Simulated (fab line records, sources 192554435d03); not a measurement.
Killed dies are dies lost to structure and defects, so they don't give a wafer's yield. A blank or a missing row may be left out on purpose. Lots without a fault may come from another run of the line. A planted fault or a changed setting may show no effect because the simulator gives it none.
Split-lot experiment | flow n5_finfet | 7 lots, 21 wafers read, on a route of 1938 steps

THE SPLIT
At N5_PASSIVATION_ETCH_54 (etches SiO2 in CHF3/O2, target depth 880 nm, time 440 s), the setting source_w was moved away from the recipe's 650 W on 4 of the 21 wafers read, by -7.1% to +12.1%. The other wafers ran this setting at the recipe's value.

The reading is taken at the split's own step.

THE READING
etch.depth_nm (the simulator's own value, which no gauge read), in nm, at N5_PASSIVATION_ETCH_54 (etches SiO2 in CHF3/O2, target depth 880 nm, time 440 s). The file gives no usual value for it. The 17 wafers here that ran the recipe average 887.2 nm, standard deviation 11 nm.

wafer  | tool, chamber at the split | source_w as run, W | against the recipe | etch.depth_nm, nm | against lot-mates on the recipe
L076.1 | rie_diel-03, 3             | 650                | recipe             | 894.2             | -
L076.4 | rie_diel-03, 0             | 650                | recipe             | 903.9             | -
L076.5 | rie_diel-03, 1             | 603.7              | -7.1%              | 876.1             | -22.9
L079.3 | rie_diel-03, 3             | 650                | recipe             | 886               | -
L079.4 | rie_diel-03, 0             | 650                | recipe             | 915.8             | -
L079.5 | rie_diel-03, 1             | 650                | recipe             | 894.8             | -
L077.1 | rie_diel-06, 0             | 650                | recipe             | 877.4             | -
L077.2 | rie_diel-06, 3             | 711.1              | +9.4%              | 906               | +30.5
L077.4 | rie_diel-06, 0             | 650                | recipe             | 873.5             | -
L091.3 | rie_diel-02, 1             | 650                | recipe             | 878.3             | -
L091.5 | rie_diel-02, 3             | 650                | recipe             | 890.3             | -
L091.6 | rie_diel-02, 0             | 650                | recipe             | 884.9             | -
L089.2 | rie_diel-06, 2             | 650                | recipe             | 883.9             | -
L089.3 | rie_diel-06, 2             | 650                | recipe             | 893.3             | -
L089.6 | rie_diel-06, 3             | 608                | -6.5%              | 859               | -29.6
L090.1 | rie_diel-02, 0             | 650                | recipe             | 884.4             | -
L090.4 | rie_diel-02, 1             | 650                | recipe             | 889.1             | -
L090.5 | rie_diel-02, 1             | 650                | recipe             | 876.7             | -
L093.1 | rie_diel-06, 1             | 650                | recipe             | 878.5             | -
L093.2 | rie_diel-06, 2             | 728.5              | +12.1%             | 931.1             | +53.0
L093.3 | rie_diel-06, 3             | 650                | recipe             | 877.8             | -

THE FIT
A straight line over all 21 wafers: etch.depth_nm changes by +2.96 nm for each +1% of source_w; r = +0.75; the points scatter about the line by 11 nm.
The same after taking each lot's own level away (the mean of its wafers on the recipe; 21 wafers): +3.92 nm for each +1%; r = +0.93; scatter 6.6 nm.
On that fit, the largest move of source_w shifts the reading by 47 nm.
The lots' own levels span 875.45 to 899.05 nm, that is 2.2 times the standard deviation above.
So the lot-to-lot level blurs the effect unless lot-mates are compared.
Check: with one of the wafers moved furthest among these (+12.1%) left out of the fit, the line predicts +42.4 nm for it against its lot-mates. It came out at +53 nm against them.

OTHER SPLITS ON THESE WAFERS
These wafers also went through other splits before the reading. Each is held against what the fit with the lots' levels taken away leaves over:
other split on the same wafers    | wafers away from the commonest value | r with etch.depth_nm (lot level and that fit taken away)
N5_BEOL_M15_ILD_DEP_00 time_s     | 4                                    | -0.14
N5_BEOL_M15_EXPOSE_07 dose_mj     | 3                                    | +0.16
N5_BEOL_M15_TRENCH_ETCH_34 time_s | 6                                    | -0.08
N5_BEOL_M15_SPUTTER_44 time_s     | 7                                    | +0.05
N5_PASSIVATION_EXPOSE_07 dose_mj  | 6                                    | +0.15

THE WHOLE CHAIN: every reading that the file lists as answering this split, in the file's order
step                   | what it does                                            | reading                                                                       | change (the file's fit)              | r (the file's)
N5_PASSIVATION_ETCH_54 | etches SiO2 in CHF3/O2, target depth 880 nm, time 440 s | PASSIVATION.feature_depth_nm (the simulator's own value, which no gauge read) | +3.93 nm for each +1% of the setting | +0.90
N5_PASSIVATION_ETCH_54 | etches SiO2 in CHF3/O2, target depth 880 nm, time 440 s | etch.depth_nm (the simulator's own value, which no gauge read)                | +3.92 nm for each +1% of the setting | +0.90

THE FILE'S OWN FIT
etch.depth_nm changes by +3.92 nm for each +1% of source_w, r = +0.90.
